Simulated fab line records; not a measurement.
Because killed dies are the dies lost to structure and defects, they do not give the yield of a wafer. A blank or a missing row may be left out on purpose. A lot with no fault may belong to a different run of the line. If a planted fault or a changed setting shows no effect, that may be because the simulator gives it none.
Which tool was responsible? | flow nand harc | 39 wafers from 13 lots sampled at 6 of the route's 1159 steps

## WHAT THE GAUGES READ, wafer by wafer
NHARC_P_GATE_CD_MEAS_11 targets a cd of 1640 nm.
lot  | measured    | on        | cd nm (nm)
L474 | day 4 04:34 | cd sem-02 | 1636.5 1640.3 1636.6
L473 | day 4 04:44 | cd sem-03 | 1638.0 1640.9 1637.5
L476 | day 4 18:04 | cd sem-03 | 1640.3 1639.1 1639.6
L481 | day 6 07:29 | cd sem-02 | 1640.6 1641.1 1641.2
L487 | day 7 10:12 | cd sem-02 | 1642.9 1638.3 1641.2
L486 | day 7 10:14 | cd sem-01 | 1644.6 1644.6 1644.9
L488 | day 7 10:19 | cd sem-01 | 1641.2 1637.9 1640.7
L489 | day 8 00:16 | cd sem-02 | 1636.5 1638.6 1636.0
L490 | day 8 06:32 | cd sem-03 | 1644.6 1645.5 1644.5
L492 | day 8 18:46 | cd sem-01 | 1640.8 1641.1 1637.5
L491 | day 8 18:48 | cd sem-02 | 1638.6 1639.4 1638.8
L494 | day 9 10:58 | cd sem-02 | 1641.8 1644.4 1641.8
L496 | day 9 21:04 | cd sem-01 | 1642.4 1639.6 1644.5

NHARC_P_GATE_CD_MEAS_46 targets a cd of 720 nm.
lot  | measured     | on        | cd nm (nm)
L474 | day 5 08:31  | cd sem-02 | 716.3 720.9 714.0
L473 | day 5 08:40  | cd sem-03 | 715.7 716.9 713.6
L476 | day 5 21:13  | cd sem-01 | - - -
L481 | day 7 11:16  | cd sem-03 | 723.6 719.6 721.5
L487 | day 8 21:03  | cd sem-01 | 714.7 715.5 717.4
L486 | day 8 20:28  | cd sem-01 | 720.2 719.5 717.2
L488 | day 8 14:34  | cd sem-03 | 718.2 717.7 717.4
L489 | day 9 04:03  | cd sem-02 | 719.0 719.1 718.3
L490 | day 9 10:02  | cd sem-01 | 716.8 716.9 715.5
L492 | day 9 21:50  | cd sem-03 | 717.8 717.6 716.1
L491 | day 9 20:11  | cd sem-03 | 717.7 718.0 719.3
L494 | day 10 12:18 | cd sem-02 | 717.9 718.9 720.1
L496 | day 11 03:06 | cd sem-02 | 717.2 717.8 716.5

NHARC_END_SORT_01.
lot  | measured     | on        | killed at array | killed at other | killed at periphery | killed dies | killed open | killed short
L476 | day 19 18:20 | prober-01 | 31 25 33        | 0 1 0           | 646 651 644         | 677 677 677 | 1 1 4       | 3 2 4
L486 | day 22 14:59 | prober-01 | 19              | 1               | 2                   | 22          | 3           | 1

## EACH LOT AND THE TOOL THAT RAN IT (in order: tool; ch and the chambers of the sampled wafers; start)
lot  | NHARC_P_GATE_EXPOSE_43            | NHARC_P_GATE_STRIP_111               | NHARC_P_GATE_STRIP_76
L474 | krf scanner-02 ch 0, day 5 08:22  | plasma asher-02 ch 0,1, day 5 09:14  | plasma asher-02 ch 0,1, day 5 11:46
L473 | krf scanner-04 ch 0, day 5 08:31  | plasma asher-02 ch 0,1, day 5 09:34  | plasma asher-02 ch 0,1, day 5 12:23
L476 | krf scanner-02 ch 0, day 5 21:04  | plasma asher-02 ch 0,1, day 5 21:49  | plasma asher-02 ch 0,1, day 5 23:50
L481 | krf scanner-01 ch 0, day 7 11:07  | plasma asher-01 ch 1, day 7 11:48    | plasma asher-02 ch 0,1, day 7 13:42
L487 | krf scanner-02 ch 0, day 8 20:54  | plasma asher-01 ch 0,1, day 8 23:16  | plasma asher-01 ch 1, day 9 01:17
L486 | krf scanner-04 ch 0, day 8 20:20  | plasma asher-01 ch 0,1, day 8 22:43  | plasma asher-01 ch 0,1, day 9 00:45
L488 | krf scanner-02 ch 0, day 8 14:24  | plasma asher-02 ch 0,1, day 8 15:05  | plasma asher-01 ch 1, day 8 18:00
L489 | krf scanner-01 ch 0, day 9 03:54  | plasma asher-01 ch 0,1, day 9 05:04  | plasma asher-01 ch 0,1, day 9 06:57
L490 | krf scanner-02 ch 0, day 9 09:52  | plasma asher-01 ch 0,1, day 9 10:59  | plasma asher-01 ch 0,1, day 9 13:03
L492 | krf scanner-04 ch 0, day 9 21:41  | plasma asher-02 ch 0,1, day 9 22:28  | plasma asher-02 ch 0,1, day 10 00:31
L491 | krf scanner-04 ch 0, day 9 20:02  | plasma asher-02 ch 0,1, day 9 20:49  | plasma asher-01 ch 0,1, day 9 22:44
L494 | krf scanner-02 ch 0, day 10 12:09 | plasma asher-02 ch 1, day 10 12:50   | plasma asher-02 ch 0,1, day 10 14:50
L496 | krf scanner-04 ch 0, day 11 02:56 | plasma asher-01 ch 0,1, day 11 03:42 | plasma asher-02 ch 0,1, day 11 05:40
- NHARC_P_GATE_EXPOSE_43: exposes mask P NSD, target cd 720 nm.
- NHARC_P_GATE_STRIP_111: strips in N2/H2, time 250 s.
- NHARC_P_GATE_STRIP_76: strips in O2.

## WHAT THE TOOLS THEMSELVES READ (means of the sampled wafers that have a number; where no wafer has one, the mark that the record gives instead)
NHARC_P_GATE_STRIP_111.
lot  | tool            | drypump motor current A (A) | heater power w (W)
L474 | plasma asher-02 | 5.79                        | 93
L473 | plasma asher-02 | 5.56                        | 102
L476 | plasma asher-02 | 5.79                        | 93
L481 | plasma asher-01 | 5.33                        | 80
L487 | plasma asher-01 | 5.51                        | 90
L486 | plasma asher-01 | 5.63                        | 100
L488 | plasma asher-02 | 5.57                        | 101
L489 | plasma asher-01 | 5.50                        | 90
L490 | plasma asher-01 | 5.63                        | 97
L492 | plasma asher-02 | 5.55                        | 98
L491 | plasma asher-02 | 5.56                        | 99
L494 | plasma asher-02 | 6.01                        | 81
L496 | plasma asher-01 | 5.61                        | 98

NHARC_P_GATE_STRIP_76.
lot  | tool            | drypump motor current A (A) | heater power w (W)
L474 | plasma asher-02 | 5.79                        | 349
L473 | plasma asher-02 | 5.56                        | 378
L476 | plasma asher-02 | 5.79                        | 348
L481 | plasma asher-02 | 5.80                        | 344
L487 | plasma asher-01 | 5.35                        | 301
L486 | plasma asher-01 | 5.61                        | 371
L488 | plasma asher-01 | 5.39                        | 299
L489 | plasma asher-01 | 5.62                        | 368
L490 | plasma asher-01 | 5.59                        | 371
L492 | plasma asher-02 | 5.57                        | 365
L491 | plasma asher-01 | 5.61                        | 370
L494 | plasma asher-02 | 5.78                        | 336
L496 | plasma asher-02 | 5.57                        | 364

## THE ANSWER, worked out from the rows above alone
Rule: the usual values come from the lots themselves. The widest of any qualifying gaps counts: lots, ordered by their means at a reading, are off when they make up no more than a third of the lots, leave a main group of 4 or more, and stand apart from it by 3 or more times the standard deviation of that group's means. If all means in a main group match to the digits the tables above print for the reading, that group is not used. A lot without any number at a reading at which 4 lots or more have one is off too. Where the step has rows for the other lots, those lots are counted as sound. After the gauges, taken in route order, come the tools' own readings; for these a lot's mean is taken, as printed above. The first step at which some lot is off is used, and at that step the reading that is off furthest; a lot without a number counts as furthest.
Off, at NHARC_P_GATE_CD_MEAS_46 on cd nm: L476. Without a number there: L476. For the main group the mean is 717.8 nm and the standard deviation 1.6.
If a tool, at a process step before that reading, ran all the lots that are off and no sound lot after the first of them, it fits. Those tools and the gauges at NHARC_P_GATE_CD_MEAS_46 are tried in the same way. Of those tried, none fits.

## WHAT HAD BEEN PUT IN BY THE SIMULATOR
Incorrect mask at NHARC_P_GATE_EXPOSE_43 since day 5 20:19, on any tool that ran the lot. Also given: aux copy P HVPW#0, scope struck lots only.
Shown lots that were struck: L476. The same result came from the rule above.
